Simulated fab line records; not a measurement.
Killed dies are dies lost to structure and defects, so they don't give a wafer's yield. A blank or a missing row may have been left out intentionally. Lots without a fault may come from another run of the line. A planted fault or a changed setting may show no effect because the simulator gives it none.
Which of the tools did it?    flow n5 finfet    25 wafers from 9 lots sampled at 6 of the route's 1938 steps

WHAT EACH GAUGE READ, for each wafer
N5_MOL_CONTACT_COAG_INSPECT_97: inspects for defects (darkfield). Usual: raw defect count 41, standard deviation 16.
lot   measured      on                 raw defect count  flag
L238  day 6 03:43   defect inspect-01  52 23 42          
L240  day 6 16:00   defect inspect-01  34 51 42          
L241  day 6 19:53   defect inspect-01  41 36 29          
L244  day 7 20:58   defect inspect-02  31 49 39          
L249  day 8 19:54   defect inspect-02  763 55            OFF
L250  day 9 08:57   defect inspect-01  51 30 31          
L253  day 9 23:14   defect inspect-02  1010 72           OFF
L256  day 10 12:33  defect inspect-02  49 36 34          
L257  day 10 22:58  defect inspect-02  28 58 30          

N5_BEOL_M4_RC_MEAS_101. Usual: DIBL_N 36.2 mV/V, standard deviation 1.7; DIBL_P 36.2 mV/V, standard deviation 2.2; IOFF_N 0.16 nA/um, standard deviation 0.035; IOFF_P 0.21 nA/um, standard deviation 0.042; ION_N 673 uA/um, standard deviation 13; ION_P 462 uA/um, standard deviation 7.9; SS_N 71.4 mV/dec, standard deviation 0.59; SS_P 73.2 mV/dec, standard deviation 0.7; VT_N 250 mV, standard deviation 3.6; VT_P -251 mV, standard deviation 3.5.
lot   measured      on         DIBL_N (mV/V)   DIBL_P (mV/V)   IOFF_N (nA/um)  IOFF_P (nA/um)  ION_N (uA/um)  ION_P (uA/um)  SS_N (mV/dec)   SS_P (mV/dec)   VT_N (mV)    VT_P (mV)       flag
L238  day 8 07:13   prober-02  36.6 39.1 39.0  37.7 41.7 41.1  0.20 0.27 0.27  0.26 0.34 0.34  688 713 696    468 482 476    72.1 71.7 72.7  73.4 74.9 74.9  243 240 240  -246 -244 -243  
L240  day 8 20:38   prober-01  39.8 39.8 41.5  40.7 39.1 41.8  0.25 0.22 0.28  0.32 0.28 0.36  705 680 688    485 468 478    72.4 71.3 72.1  74.7 74.4 74.7  240 246 243  -245 -248 -243  
L241  day 9 04:19   prober-01  35.6 34.7 38.1  38.0 36.0 39.9  0.17 0.14 0.20  0.21 0.18 0.23  681 662 681    456 454 458    71.0 71.7 71.8  72.9 73.0 74.0  252 250 249  -250 -253 -251  
L244  day 10 17:28  prober-01  38.1 37.1 38.6  38.7 37.4 39.1  0.19 0.17 0.19  0.24 0.22 0.25  695 678 681    468 464 466    72.1 72.0 72.6  73.9 73.7 74.6  248 250 245  -246 -250 -246  
L249  day 11 04:55  prober-01  37.7 34.2       39.0 34.5       0.17 0.12       0.26 0.19       668 659        463 464        71.2 71.6       73.8 72.0       251 252      -245 -250       
L250  day 11 10:55  prober-02  36.0 33.5 37.8  36.3 33.6 38.1  0.17 0.12 0.20  0.21 0.18 0.26  684 668 684    466 463 464    71.8 70.9 71.9  73.6 72.8 74.1  251 255 247  -251 -253 -247  
L253  day 12 17:16  prober-02  32.4            31.6            0.10            0.14            648            446            70.5            72.4            256          -255            
L256  day 13 14:12  prober-01  37.8 36.2 37.1  37.2 34.0 34.9  0.16 0.12 0.15  0.25 0.19 0.21  669 673 675    459 462 470    71.8 71.5 70.9  73.6 72.6 72.3  247 255 249  -247 -251 -249  
L257  day 13 15:37  prober-02  37.0 34.4 37.7  36.1 33.8 37.8  0.16 0.12 0.18  0.21 0.17 0.24  668 666 678    459 457 459    71.3 71.0 71.8  72.9 71.9 73.3  251 255 247  -250 -253 -249  

TOOL THAT RAN EACH LOT (tool first, then ch and the chambers of the sampled wafers, then the start)
lot   N5_MOL_CONTACT_COAG_ETCHBACK_134    N5_MOL_CONTACT_COAG_ETCH_124        N5_MOL_CONTACT_COAG_STRIP_49          N5_MOL_CONTACT_COAG_CMP_52
L238  rie diel-01 ch 2,3, day 5 22:54     rie diel-01 ch 2,3, day 5 23:05     plasma asher-01 ch 0,1, day 5 23:16   cmp-01 ch 0,2, day 5 23:52
L240  rie diel-04 ch 0,2,3, day 6 11:41   rie diel-04 ch 0,2,3, day 6 11:53   plasma asher-02 ch 1, day 6 12:03     cmp-03 ch 0,1,3, day 6 12:39
L241  rie diel-04 ch 0,1,3, day 6 15:33   rie diel-04 ch 0,1,3, day 6 15:44   plasma asher-01 ch 0,1, day 6 15:55   cmp-01 ch 0,2,3, day 6 16:33
L244  rie diel-04 ch 0,1,3, day 7 16:40   rie diel-04 ch 0,1,3, day 7 16:50   plasma asher-01 ch 0,1, day 7 17:01   cmp-01 ch 0,1,3, day 7 17:37
L249  rie diel-01 ch 0,3, day 8 15:34     rie diel-01 ch 0,3, day 8 15:45     plasma asher-01 ch 0,1, day 8 15:56   cmp-01 ch 2,3, day 8 16:38
L250  rie diel-03 ch 0,1, day 9 04:38     rie diel-03 ch 0,1, day 9 04:50     plasma asher-02 ch 0,1, day 9 05:00   cmp-03 ch 0,1,2, day 9 05:43
L253  rie diel-04 ch 0,1, day 9 18:55     rie diel-04 ch 0,1, day 9 19:07     plasma asher-01 ch 0,1, day 9 19:17   cmp-01 ch 0,1, day 9 19:58
L256  rie diel-03 ch 0,1,2, day 10 08:14  rie diel-03 ch 0,1,2, day 10 08:25  plasma asher-02 ch 0,1, day 10 08:36  cmp-04 ch 0,1,2, day 10 09:12
L257  rie diel-01 ch 0,2,3, day 10 18:37  rie diel-01 ch 0,2,3, day 10 18:48  plasma asher-02 ch 0,1, day 10 18:58  cmp-03 ch 1,2,3, day 10 19:37
- N5_MOL_CONTACT_COAG_ETCHBACK_134: etches SiO2 in CHF3, target depth 10 nm, time 6.7 s.
- N5_MOL_CONTACT_COAG_ETCH_124: etches SiNx in CH3F/O2, stops on SiOC, target depth 6.5 nm.
- N5_MOL_CONTACT_COAG_STRIP_49: strips in N2/H2, time 30 s.
- N5_MOL_CONTACT_COAG_CMP_52: polishes, stops on SiO2, t overpolish 1.5 s, target thk 66.5 nm.

AS READ BY THE TOOLS THEMSELVES (means over the sampled wafers that have a number; for cases with no such wafer, the mark the record gives instead)
N5_MOL_CONTACT_COAG_ETCHBACK_134. Usual: drypump motor current A 5.6 A, standard deviation 0.49; oes product au 0.76 a.u., standard deviation 0.06; rf vpp V 521 V, standard deviation 10; showerhead plenum p Torr 2.41 Torr, standard deviation 0.076; throttle valve pct 18.69 %, standard deviation 0.16.
lot   tool         drypump motor current A (A)  oes product au (a.u.)  rf vpp V (V)  showerhead plenum p Torr (Torr)  throttle valve pct (%)  flag
L238  rie diel-01  5.7                          0.84                   518           2.46                             18.65                   
L240  rie diel-04  6.1                          0.73                   527           2.40                             18.75                   
L241  rie diel-04  6.0                          0.78                   527           2.42                             18.84                   
L244  rie diel-04  6.0                          0.77                   526           2.42                             18.87                   
L249  rie diel-01  6.0                          0.80                   510           2.46                             18.61                   
L250  rie diel-03  5.4                          0.77                   525           2.41                             18.45                   
L253  rie diel-04  6.0                          0.79                   526           2.40                             18.96                   
L256  rie diel-03  5.3                          0.77                   522           2.41                             18.51                   
L257  rie diel-01  5.6                          0.76                   519           2.39                             18.72                   

N5_MOL_CONTACT_COAG_ETCH_124. Usual: drypump motor current A 5.6 A, standard deviation 0.48; oes product au 0.65 a.u., standard deviation 0.049; rf vpp V 296 V, standard deviation 5.7; showerhead plenum p Torr 2.03 Torr, standard deviation 0.066; throttle valve pct 16.30 %, standard deviation 0.15.
lot   tool         drypump motor current A (A)  oes product au (a.u.)  rf vpp V (V)  showerhead plenum p Torr (Torr)  throttle valve pct (%)  flag
L238  rie diel-01  5.7                          0.71                   294           2.07                             16.22                   
L240  rie diel-04  6.0                          0.63                   299           2.01                             16.36                   
L241  rie diel-04  6.0                          0.67                   299           2.04                             16.42                   
L244  rie diel-04  6.0                          0.67                   299           2.04                             16.44                   
L249  rie diel-01  5.9                          0.68                   290           2.06                             16.21                   
L250  rie diel-03  5.4                          0.66                   298           2.03                             16.08                   
L253  rie diel-04  6.0                          0.68                   298           2.01                             16.53                   
L256  rie diel-03  5.3                          0.65                   296           2.03                             16.13                   
L257  rie diel-01  5.6                          0.65                   294           2.01                             16.32                   

N5_MOL_CONTACT_COAG_STRIP_49. Usual: drypump motor current A 5.9 A, standard deviation 0.68; heater power w 347 W, standard deviation 21.
lot   tool             drypump motor current A (A)  heater power w (W)  flag
L238  plasma asher-01  5.3                          332                 
L240  plasma asher-02  5.7                          378                 
L241  plasma asher-01  5.2                          341                 
L244  plasma asher-01  5.3                          333                 
L249  plasma asher-01  5.5                          330                 
L250  plasma asher-02  6.1                          365                 
L253  plasma asher-01  5.5                          330                 
L256  plasma asher-02  6.4                          345                 
L257  plasma asher-02  6.4                          345                 

N5_MOL_CONTACT_COAG_CMP_52. Usual: motor current A 11.8 A, standard deviation 1; overpolish run s 1.500 s, standard deviation 0.008; time to endpoint s 12.3 s, standard deviation 2.4.
lot   tool    motor current A (A)  overpolish run s (s)  time to endpoint s (s)  flag
L238  cmp-01  11.1                 1.500                 16.8                    
L240  cmp-03  12.0                 1.501                 9.8                     
L241  cmp-01  11.8                 1.494                 12.2                    
L244  cmp-01  11.4                 1.504                 12.8                    
L249  cmp-01  11.4                 0.757                 17.4                    OFF
L250  cmp-03  12.6                 1.494                 11.8                    
L253  cmp-01  10.9                 0.766                 19.1                    OFF
L256  cmp-04  12.0                 1.509                 10.5                    
L257  cmp-03  12.9                 1.505                 14.9                    

THE ANSWER, worked out from the rows above alone
Rule: a lot is off if the mean of its wafers that have a number lies more than 3 standard deviations from the usual mean. A lot without any number at a reading at which 4 lots or more have one is off too. All remaining lots with rows at the step are treated as sound. Order of review: gauges by route order, followed by the tools' own readings, for which a lot's mean as printed above is used. At the first step where some lot is off, the reading lying furthest off is the one used; lots without a number count as furthest.
Off: L249, L253, at N5_MOL_CONTACT_COAG_INSPECT_97 (raw defect count).
If a tool, at a process step before that reading, ran all the lots that are off and no sound lot after the first of them, it fits. Not tried: the gauges at N5_MOL_CONTACT_COAG_INSPECT_97; whatever is off there is also off at N5_MOL_CONTACT_COAG_CMP_52, on other tools, and gauge error can't account for it. Undecided on this evidence; 2 tools fit (plasma asher-01 at N5_MOL_CONTACT_COAG_STRIP_49, cmp-01 at N5_MOL_CONTACT_COAG_CMP_52).

WHAT HAD BEEN PUT IN BY THE SIMULATOR
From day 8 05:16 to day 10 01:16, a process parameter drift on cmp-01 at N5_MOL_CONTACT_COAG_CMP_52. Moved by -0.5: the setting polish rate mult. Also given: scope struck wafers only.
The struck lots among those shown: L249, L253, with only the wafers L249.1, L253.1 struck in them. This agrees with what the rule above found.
